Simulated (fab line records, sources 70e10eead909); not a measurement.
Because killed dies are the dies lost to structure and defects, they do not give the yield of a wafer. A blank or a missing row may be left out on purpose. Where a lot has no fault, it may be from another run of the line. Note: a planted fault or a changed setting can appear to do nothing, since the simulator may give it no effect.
Chamber matching + flow nand_harc + rie_diel-11 running NHARC_A_SGD_CUT_ETCHBACK_24: 4 sister chambers
The step etches the open film in CH3F/O2, target depth 50 nm, time 92.857 s. 14 wafers are shown with their chamber, then 7 later ones without.

## WAFERS, EACH WITH ITS CHAMBER
| wafer  | chamber | showerhead_plenum_p_Torr (Torr) | rf_vpp_V (V) | throttle_valve_pct (%) |
|--------|---------|---------------------------------|--------------|------------------------|
| L075.1 | 3       | 2.40                            | 244.1        | 20.670                 |
| L075.4 | 1       | 2.30                            | 241.7        | 20.668                 |
| L075.5 | 0       | 2.51                            | 245.2        | 20.656                 |
| L074.1 | 0       | 2.51                            | 246.2        | 20.671                 |
| L074.3 | 1       | 2.30                            | 241.8        | 20.663                 |
| L074.5 | 3       | 2.40                            | 242.0        | 20.680                 |
| L077.4 | 3       | 2.40                            | 242.8        | 20.673                 |
| L077.5 | 3       | 2.39                            | 242.9        | 20.678                 |
| L077.6 | 0       | 2.51                            | 244.2        | 20.668                 |
| L080.1 | 0       | 2.51                            | 244.6        | 20.657                 |
| L080.2 | 1       | 2.30                            | 242.1        | 20.662                 |
| L080.3 | 2       | 2.47                            | 243.5        | 20.673                 |
| L086.1 | 3       | 2.39                            | 242.5        | 20.670                 |
| L086.3 | 2       | 2.47                            | 243.1        | 20.673                 |

SIGNATURES (means of the wafers above)
| reading                  | chamber 0 | chamber 1 | chamber 2 | chamber 3 | scatter within a chamber |
|--------------------------|-----------|-----------|-----------|-----------|--------------------------|
| showerhead_plenum_p_Torr | 2.5100    | 2.3000    | 2.4700    | 2.3960    | 0.00346                  |
| rf_vpp_V                 | 245.050   | 241.867   | 243.300   | 242.860   | 0.696                    |
| throttle_valve_pct       | 20.66300  | 20.66433  | 20.67300  | 20.67420  | 0.00529                  |
Rule: a wafer lies at a distance from a chamber equal to the root of the sum of squares, over the readings, of (its reading less the chamber's mean, divided by the reading's scatter). The wafer belongs to the nearest chamber; if the next one is less than 2 further off, it can't be placed. The scatter: take each reading less its chamber's mean, square it, sum over the shown wafers, divide by the number of wafers less the number of chambers, and take the root.

## WAFERS WITHOUT THEIR CHAMBER
| wafer  | showerhead_plenum_p_Torr (Torr) | rf_vpp_V (V) | throttle_valve_pct (%) |
|--------|---------------------------------|--------------|------------------------|
| L086.4 | 2.29                            | 243.0        | 20.677                 |
| L087.2 | 2.50                            | 245.0        | 20.673                 |
| L087.3 | 2.46                            | 243.4        | 20.647                 |
| L087.5 | 2.39                            | 242.8        | 20.652                 |
| L093.3 | 2.46                            | 244.8        | 20.654                 |
| L093.4 | 2.50                            | 245.1        | 20.677                 |
| L093.6 | 2.46                            | 245.5        | 20.658                 |

## EACH ONE'S CHAMBER
| wafer  | from the rows above | in truth |
|--------|---------------------|----------|
| L086.4 | 1                   | 1        |
| L087.2 | 0                   | 0        |
| L087.3 | 2                   | 2        |
| L087.5 | 3                   | 3        |
| L093.3 | 2                   | 2        |
| L093.4 | 0                   | 0        |
| L093.6 | 2                   | 2        |
Correct placement for 7 of the 7. Can't be placed from these rows: 0. Placed wrongly: 0.
